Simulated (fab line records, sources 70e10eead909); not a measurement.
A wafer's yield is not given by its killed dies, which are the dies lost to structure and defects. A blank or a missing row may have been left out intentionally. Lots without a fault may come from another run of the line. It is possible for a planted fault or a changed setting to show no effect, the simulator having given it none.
Matching of chambers | flow nand harc | NHARC_A_CHANNEL_HOLE_D1_DESCUM_15 on rie diel-02: 4 sister chambers
The step chemistry O2, time 3 s. 18 wafers are shown with their chamber, then 9 later ones without.

## WAFERS PAIRED WITH THEIR CHAMBERS
wafer  | chamber | showerhead plenum p Torr (Torr) | drypump motor current A (A) | throttle valve pct (%)
L076.2 | 2       | 2.04                            | 5.5                         | 11.314
L076.3 | 3       | 2.02                            | 5.8                         | 11.301
L076.6 | 3       | 2.02                            | 5.8                         | 11.303
L079.1 | 2       | 2.04                            | 5.5                         | 11.301
L079.4 | 1       | 1.78                            | 6.2                         | 11.315
L079.5 | 1       | 1.78                            | 6.2                         | 11.310
L078.1 | 1       | 1.78                            | 6.2                         | 11.315
L078.3 | 2       | 2.04                            | 5.5                         | 11.310
L078.4 | 0       | 1.96                            | 5.7                         | 11.296
L082.1 | 3       | 2.02                            | 5.8                         | 11.317
L082.2 | 1       | 1.78                            | 6.3                         | 11.310
L082.6 | 3       | 2.02                            | 5.8                         | 11.321
L088.1 | 3       | 2.02                            | 5.9                         | 11.309
L088.3 | 1       | 1.78                            | 6.3                         | 11.319
L088.6 | 2       | 2.04                            | 5.5                         | 11.294
L091.3 | 0       | 1.95                            | 5.7                         | 11.308
L091.4 | 1       | 1.78                            | 6.3                         | 11.311
L091.5 | 2       | 2.04                            | 5.5                         | 11.311

SIGNATURES (averages over the wafers above)
reading                  | chamber 0 | chamber 1 | chamber 2 | chamber 3 | scatter within a chamber
showerhead plenum p Torr | 1.9550    | 1.7800    | 2.0400    | 2.0200    | 0.00189
drypump motor current A  | 5.700     | 6.250     | 5.500     | 5.820     | 0.0405
throttle valve pct       | 11.30200  | 11.31333  | 11.30600  | 11.31020  | 0.00713
Rule: a wafer's distance from a chamber is the root of the sum, over the readings, of the square of ((its reading less the chamber's mean) divided by the reading's scatter). The wafer belongs to the nearest chamber; if the next one is less than 2 further off, it can't be placed. The scatter: the root of (the sum of the squares of (reading less its chamber's mean) over the shown wafers, divided by (wafers less chambers)).

## WAFERS MISSING THEIR CHAMBER
wafer  | showerhead plenum p Torr (Torr) | drypump motor current A (A) | throttle valve pct (%)
L094.1 | 1.95                            | 5.7                         | 11.298
L094.3 | 1.78                            | 6.3                         | 11.300
L094.6 | 1.95                            | 5.7                         | 11.314
L097.1 | 2.04                            | 5.5                         | 11.335
L097.2 | 2.02                            | 5.8                         | 11.306
L097.6 | 1.95                            | 5.7                         | 11.300
L096.2 | 2.02                            | 5.8                         | 11.280
L096.4 | 2.04                            | 5.5                         | 11.311
L096.5 | 2.02                            | 5.8                         | 11.302

## WHICH CHAMBER EACH ONE RAN IN
wafer  | from the rows above | in truth
L094.1 | 0                   | 0
L094.3 | 1                   | 1
L094.6 | 0                   | 0
L097.1 | 2                   | 2
L097.2 | 3                   | 3
L097.6 | 0                   | 0
L096.2 | 3                   | 3
L096.4 | 2                   | 2
L096.5 | 3                   | 3
Correct placement for 9 of the 9. Not placeable from these rows: 0. 0 placed wrongly.
